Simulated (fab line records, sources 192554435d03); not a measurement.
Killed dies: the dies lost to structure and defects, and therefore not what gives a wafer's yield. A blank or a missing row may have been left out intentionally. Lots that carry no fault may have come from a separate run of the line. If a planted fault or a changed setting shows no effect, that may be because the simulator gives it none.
Code-filled problem report in 8D (eight disciplines) form :: flow n5_finfet :: the parts of the form that need people (team, actions taken, sign-off) are left out

1. PROBLEM STATEMENT
M11_ILD_THK at N5_BEOL_M11_THK_MEAS_01 reads a mean of 246 nm on 1 wafer of 1 lot; wafers without a fault read 268 nm with a standard deviation of 3.1. Relative to the usual mean, that is a shift of -7.1 standard deviations.
First seen on wafer L376.6, day 14 11:17, on film_metro-01. The record has a number at this step for 29 wafers belonging to 10 lots. Rule for "out" (also "out of limits"): further than 4 standard deviations from the usual mean. Any other wafer with a number is counted as sound.

2. WHAT IT IS AND WHAT IT IS NOT
question: which readings at this step
is: M11_ILD_THK
is not: -

question: which lots
is: L376
is not: L358, L359, L362, L363, L365, L366, L379, L380, L381

question: which wafers of those lots
is: L376.6
is not: L376.3

question: read on which gauges
is: film_metro-01
is not: film_metro-02

question: when
is: from day 14 11:17
is not: up to then (19 sound wafers); but 9 sound wafers of L379, L380, L381 came after

3. THE SUSPECTS, EACH WITH WHAT RULES IT OUT
Counting: a tool at a process step up to the reading stays a suspect if it ran every lot that is out. Sound lots after the first of them don't rule it out here, since some wafers of a struck lot are sound.
- the gauge at N5_BEOL_M11_THK_MEAS_01: kept. All the wafers that are out were read on film_metro-01, and no step on other tools shows them out.
- rie_diel-02 at N5_BEOL_M10_ETCH_41 (etches SiCN in CH3F/O2, target depth 42.6 nm, time 86 s): kept. It ran the lot that is out, L376 (day 14 09:29). Because N5_BEOL_M10_ETCH_41 lacks a start for some lots, the hours and order of its lots are taken from N5_BEOL_M10_SPUTTER_48.
- pvd_sputter-01 at N5_BEOL_M10_SPUTTER_48 (material Cu, target thk 12 nm, time 2 s): kept. The lot that is out, L376, ran on it at day 14 09:29; the last sound lot it ran before that was L363, at day 11 14:59.
- pecvd-01 at N5_BEOL_M11_ILD_DEP_00 (deposits SiCOH lowk from DEMS/porogen, target thk 308.51 nm, time 58 s): kept. The lot that is out, L376, ran on it at day 14 10:42; the last sound lot it ran before that was L366, at day 12 11:39.
- At N5_BEOL_M11_ILD_DEP_00 on pecvd-01, chamber 2 took the sound wafers of the same lots and chamber 1 took the wafers that are out.
Left after counting: rie_diel-02 at N5_BEOL_M10_ETCH_41, pvd_sputter-01 at N5_BEOL_M10_SPUTTER_48, pecvd-01 at N5_BEOL_M11_ILD_DEP_00, film_metro-01 at N5_BEOL_M11_THK_MEAS_01.

4. THE CAUSE (what the simulator had put in)
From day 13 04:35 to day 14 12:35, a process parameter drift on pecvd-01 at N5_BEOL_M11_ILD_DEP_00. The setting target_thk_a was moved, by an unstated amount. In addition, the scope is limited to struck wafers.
This tool is one of the 4 suspects left after counting.

5. SEQUENCE OF EFFECTS, ordered by route
Each row: a reading where the mean over the struck wafers with a number is more than 3 standard deviations away from the usual. Readings are gone through only where the record gives a usual standard deviation; hours: the median, over the lots, of the time from a lot's start at the first step in this table giving one to that lot's start at this step; sigmas: the change measured in usual standard deviations.
hours: 0
step: N5_BEOL_M11_THK_MEAS_01
reading: M11_ILD_THK
usual: 268 nm
on struck wafers: 246
change: -22
sigmas: -7.1

6. WHAT WOULD HAVE CAUGHT IT SOONER
The first out-of-limits reading at a measuring or inspecting step in this record came at day 14 11:17, 31 hours after the fault's start at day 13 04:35.
An alarm limit of 4 standard deviations would not have fired on the tool readings at N5_BEOL_M11_ILD_DEP_00 for which the record gives a usual standard deviation, since none of them was out on any struck wafer.
All the lots that are out (1) had begun N5_BEOL_M11_ILD_DEP_00 on pecvd-01 by day 14 11:17. A hold on the tool at that time would have spared none of them.
